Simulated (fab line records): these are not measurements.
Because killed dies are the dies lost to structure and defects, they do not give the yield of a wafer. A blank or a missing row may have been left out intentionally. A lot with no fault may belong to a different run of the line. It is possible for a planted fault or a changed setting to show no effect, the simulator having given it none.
Commonality check across tools || flow nand harc || Lots sampled 15, wafers sampled 45

== THE REASON FOR OPENING IT ==
On 3 of the 15 lots, a flag is raised at NHARC_P_M0_CD_MEAS_09 on the reading cd nm. Fault-free wafers read 89.8 nm, with a standard deviation of 0.5.
Rule: a lot is flagged when every wafer of it that has a number lies more than 4 standard deviations from that mean, or none has a number. As for the other lots, they are considered sound.

{"lot": "L874", "measured": "day 6 07:10", "on": "cd sem-03", "cd nm (nm), wafer by wafer": "90.5 90.1 90.1", "flag": ""}
{"lot": "L875", "measured": "day 6 07:26", "on": "cd sem-02", "cd nm (nm), wafer by wafer": "88.8 89.6 89.7", "flag": ""}
{"lot": "L876", "measured": "day 6 18:49", "on": "cd sem-02", "cd nm (nm), wafer by wafer": "89.8 89.4 89.6", "flag": ""}
{"lot": "L877", "measured": "day 7 07:50", "on": "cd sem-03", "cd nm (nm), wafer by wafer": "90.2 90.4 90.2", "flag": ""}
{"lot": "L879", "measured": "day 8 02:55", "on": "cd sem-01", "cd nm (nm), wafer by wafer": "89.4 89.3 89.7", "flag": ""}
{"lot": "L880", "measured": "day 8 18:14", "on": "cd sem-03", "cd nm (nm), wafer by wafer": "73.3 72.8 72.8", "flag": "FLAGGED"}
{"lot": "L881", "measured": "day 9 03:07", "on": "cd sem-01", "cd nm (nm), wafer by wafer": "76.7 76.6 76.6", "flag": "FLAGGED"}
{"lot": "L883", "measured": "day 10 09:53", "on": "cd sem-01", "cd nm (nm), wafer by wafer": "88.9 89.9 89.5", "flag": ""}
{"lot": "L886", "measured": "day 11 04:49", "on": "cd sem-01", "cd nm (nm), wafer by wafer": "79.1 78.9 79.0", "flag": "FLAGGED"}
{"lot": "L889", "measured": "day 12 12:11", "on": "cd sem-03", "cd nm (nm), wafer by wafer": "90.7 90.4 90.3", "flag": ""}
{"lot": "L892", "measured": "day 13 23:11", "on": "cd sem-02", "cd nm (nm), wafer by wafer": "90.4 90.3 89.7", "flag": ""}
{"lot": "L893", "measured": "day 14 06:32", "on": "cd sem-02", "cd nm (nm), wafer by wafer": "90.1 89.8 89.0", "flag": ""}
{"lot": "L895", "measured": "day 14 22:14", "on": "cd sem-02", "cd nm (nm), wafer by wafer": "89.3 90.3 90.6", "flag": ""}
{"lot": "L896", "measured": "day 15 05:34", "on": "cd sem-02", "cd nm (nm), wafer by wafer": "90.5 90.4 91.0", "flag": ""}
{"lot": "L897", "measured": "day 15 17:55", "on": "cd sem-02", "cd nm (nm), wafer by wafer": "89.7 89.0 89.9", "flag": ""}
On average the flagged lots' numbers are 76.2 nm, which is -13.6 nm against the usual, or -27 standard deviations.

== WHICH TOOL EACH LOT WENT THROUGH ==
Before the reading, the record contains 2 process steps out of a 1302-step route. Cell contents, in order: the tool; ch with the chambers the sampled wafers went through; the start.
{"lot": "L874", "flag": "", "NHARC_P_CONTACT_DESCUM_17": "rie diel-09 ch 0,2, day 6 03:18", "NHARC_P_M0_EXPOSE_06": "arfi scanner-02 ch 0, day 6 07:01"}
{"lot": "L875", "flag": "", "NHARC_P_CONTACT_DESCUM_17": "rie diel-05 ch 1,3, day 6 03:28", "NHARC_P_M0_EXPOSE_06": "arfi scanner-01 ch 0, day 6 07:18"}
{"lot": "L876", "flag": "", "NHARC_P_CONTACT_DESCUM_17": "rie diel-09 ch 0,1,3, day 6 14:51", "NHARC_P_M0_EXPOSE_06": "arfi scanner-02 ch 0, day 6 18:41"}
{"lot": "L877", "flag": "", "NHARC_P_CONTACT_DESCUM_17": "rie diel-07 ch 1,2,3, day 7 03:51", "NHARC_P_M0_EXPOSE_06": "arfi scanner-03 ch 0, day 7 07:42"}
{"lot": "L879", "flag": "", "NHARC_P_CONTACT_DESCUM_17": "rie diel-05 ch 1,3, day 7 22:55", "NHARC_P_M0_EXPOSE_06": "arfi scanner-03 ch 0, day 8 02:47"}
{"lot": "L880", "flag": "FLAGGED", "NHARC_P_CONTACT_DESCUM_17": "rie diel-09 ch 0,1,3, day 8 14:22", "NHARC_P_M0_EXPOSE_06": "arfi scanner-03 ch 0, day 8 18:05"}
{"lot": "L881", "flag": "FLAGGED", "NHARC_P_CONTACT_DESCUM_17": "rie diel-05 ch 0,1, day 8 23:06", "NHARC_P_M0_EXPOSE_06": "arfi scanner-03 ch 0, day 9 02:59"}
{"lot": "L883", "flag": "", "NHARC_P_CONTACT_DESCUM_17": "rie diel-07 ch 1,2,3, day 10 05:52", "NHARC_P_M0_EXPOSE_06": "arfi scanner-01 ch 0, day 10 09:44"}
{"lot": "L886", "flag": "FLAGGED", "NHARC_P_CONTACT_DESCUM_17": "rie diel-07 ch 2,3, day 11 00:50", "NHARC_P_M0_EXPOSE_06": "arfi scanner-03 ch 0, day 11 04:41"}
{"lot": "L889", "flag": "", "NHARC_P_CONTACT_DESCUM_17": "rie diel-05 ch 0,1, day 12 08:11", "NHARC_P_M0_EXPOSE_06": "arfi scanner-02 ch 0, day 12 12:03"}
{"lot": "L892", "flag": "", "NHARC_P_CONTACT_DESCUM_17": "rie diel-09 ch 2,3, day 13 19:13", "NHARC_P_M0_EXPOSE_06": "arfi scanner-01 ch 0, day 13 23:03"}
{"lot": "L893", "flag": "", "NHARC_P_CONTACT_DESCUM_17": "rie diel-07 ch 0,1,3, day 14 02:34", "NHARC_P_M0_EXPOSE_06": "arfi scanner-02 ch 0, day 14 06:23"}
{"lot": "L895", "flag": "", "NHARC_P_CONTACT_DESCUM_17": "rie diel-09 ch 0,1,2, day 14 18:13", "NHARC_P_M0_EXPOSE_06": "arfi scanner-01 ch 0, day 14 22:05"}
{"lot": "L896", "flag": "", "NHARC_P_CONTACT_DESCUM_17": "rie diel-05 ch 0,3, day 15 01:09", "NHARC_P_M0_EXPOSE_06": "arfi scanner-01 ch 0, day 15 05:26"}
{"lot": "L897", "flag": "", "NHARC_P_CONTACT_DESCUM_17": "rie diel-09 ch 0,1,2, day 15 13:58", "NHARC_P_M0_EXPOSE_06": "arfi scanner-02 ch 0, day 15 17:47"}
What is done by these steps:
- NHARC_P_CONTACT_DESCUM_17: chemistry O2, time 3 s.
- NHARC_P_M0_EXPOSE_06: exposes mask P M0, target cd 90 nm.
- NHARC_P_M0_CD_MEAS_09: target cd 90 nm.

== FLAGGED OVER TOTAL, TOOL BY TOOL (the gauges that took the reading come last) ==
{"step": "NHARC_P_CONTACT_DESCUM_17", "tool": "rie diel-05", "lots run": 5, "flagged": 1, "share of the flagged lots": "some", "sound lots run after its first flagged lot": "2 (L889,L896)"}
{"step": "NHARC_P_CONTACT_DESCUM_17", "tool": "rie diel-07", "lots run": 4, "flagged": 1, "share of the flagged lots": "some", "sound lots run after its first flagged lot": "1 (L893)"}
{"step": "NHARC_P_CONTACT_DESCUM_17", "tool": "rie diel-09", "lots run": 6, "flagged": 1, "share of the flagged lots": "some", "sound lots run after its first flagged lot": "3 (L892,L895,L897)"}
{"step": "NHARC_P_M0_EXPOSE_06", "tool": "arfi scanner-01", "lots run": 5, "flagged": 0, "share of the flagged lots": "none", "sound lots run after its first flagged lot": "-"}
{"step": "NHARC_P_M0_EXPOSE_06", "tool": "arfi scanner-02", "lots run": 5, "flagged": 0, "share of the flagged lots": "none", "sound lots run after its first flagged lot": "-"}
{"step": "NHARC_P_M0_EXPOSE_06", "tool": "arfi scanner-03", "lots run": 5, "flagged": 3, "share of the flagged lots": "all", "sound lots run after its first flagged lot": 0}
{"step": "NHARC_P_M0_CD_MEAS_09", "tool": "cd sem-01", "lots run": 4, "flagged": 2, "share of the flagged lots": "some", "sound lots run after its first flagged lot": "1 (L883)"}
{"step": "NHARC_P_M0_CD_MEAS_09", "tool": "cd sem-02", "lots run": 7, "flagged": 0, "share of the flagged lots": "none", "sound lots run after its first flagged lot": "-"}
{"step": "NHARC_P_M0_CD_MEAS_09", "tool": "cd sem-03", "lots run": 4, "flagged": 1, "share of the flagged lots": "some", "sound lots run after its first flagged lot": "1 (L889)"}

== WHAT THE TABLE ALLOWS ==
1 row of the table ran every flagged lot: arfi scanner-03 at NHARC_P_M0_EXPOSE_06.
- arfi scanner-03 at NHARC_P_M0_EXPOSE_06 ran 5 lots, 3 of them flagged. It ran its last sound lot, L879, at day 8 02:47 and its first flagged lot, L880, at day 8 18:05: a fault with its onset between the two fits. Its own readings (exposure dose mJ cm2) fall more than 4 standard deviations out on all wafers of the flagged lots.
What remains is a single tool, arfi scanner-03 at NHARC_P_M0_EXPOSE_06.

== WHAT THE SIMULATOR PUT IN ==
Drift in process parameters on arfi scanner-03 at NHARC_P_M0_EXPOSE_06, starting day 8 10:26. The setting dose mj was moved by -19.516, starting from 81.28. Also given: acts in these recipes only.
Lots struck among those shown: L880, L881, L886. This agrees with what the rule above found.
